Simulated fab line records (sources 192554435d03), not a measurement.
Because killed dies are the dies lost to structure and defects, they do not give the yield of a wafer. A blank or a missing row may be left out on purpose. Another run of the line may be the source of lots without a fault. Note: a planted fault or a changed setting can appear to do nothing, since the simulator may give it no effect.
Chamber matching ; flow n5-finfet ; N5_BEOL_M2_ILD_DEP_00 on pecvd-02 has 3 sister chambers
The step deposits SiOC from DEMS/O2, target thk 79 nm, time 15.3 s. 16 wafers are shown with their chamber, then 8 later ones without.

## WAFERS, EACH WITH ITS CHAMBER
wafer;chamber;throttle-valve-pct (%);showerhead-plenum-p-Torr (Torr);heater-power-w (W)
L076.1;0;12.5;5.687;397
L076.3;1;13.1;5.705;399
L076.5;2;11.9;5.680;427
L077.1;1;13.2;5.691;458
L077.2;2;12.0;5.679;413
L077.5;1;13.0;5.692;459
L078.1;1;13.2;5.693;461
L078.3;0;12.8;5.689;462
L078.5;0;12.8;5.670;466
L084.4;0;12.3;5.681;445
L084.5;2;12.0;5.673;395
L084.6;1;13.1;5.700;422
L086.1;0;12.7;5.675;412
L086.2;2;12.2;5.679;433
L086.6;1;13.1;5.688;449
L091.1;0;12.6;5.679;428

SIGNATURES (averages over the wafers above)
reading;chamber 0;chamber 1;chamber 2;scatter within a chamber
throttle-valve-pct;12.617;13.117;12.025;0.143
showerhead-plenum-p-Torr;5.68017;5.69483;5.67775;0.00614
heater-power-w;435.00;441.33;417.00;24.6
Rule: for each reading, subtract the chamber's mean from the wafer's reading, divide by that reading's scatter and square the result; add these up over the readings and take the root, which gives the wafer's distance from the chamber. The wafer belongs to the nearest chamber; if the next one is less than 2 further off, it can't be placed. The scatter is the square root of a quotient: the sum, over the shown wafers, of each reading's squared deviation from its chamber's mean, divided by wafers minus chambers.

## WAFERS WITH NO CHAMBER GIVEN
wafer;throttle-valve-pct (%);showerhead-plenum-p-Torr (Torr);heater-power-w (W)
L091.2;13.2;5.713;424
L091.6;13.3;5.697;438
L094.1;13.4;5.705;431
L094.4;12.0;5.669;454
L094.6;13.3;5.692;426
L095.1;12.6;5.679;431
L095.4;12.1;5.682;429
L095.5;12.7;5.666;447

## CHAMBER TAKEN BY EACH
wafer;from the rows above;in truth
L091.2;1;1
L091.6;1;1
L094.1;1;1
L094.4;2;2
L094.6;1;1
L095.1;0;0
L095.4;2;2
L095.5;0;0
Correct placement for 8 of the 8. Number that these rows cannot place: 0. Placed wrongly: 0.
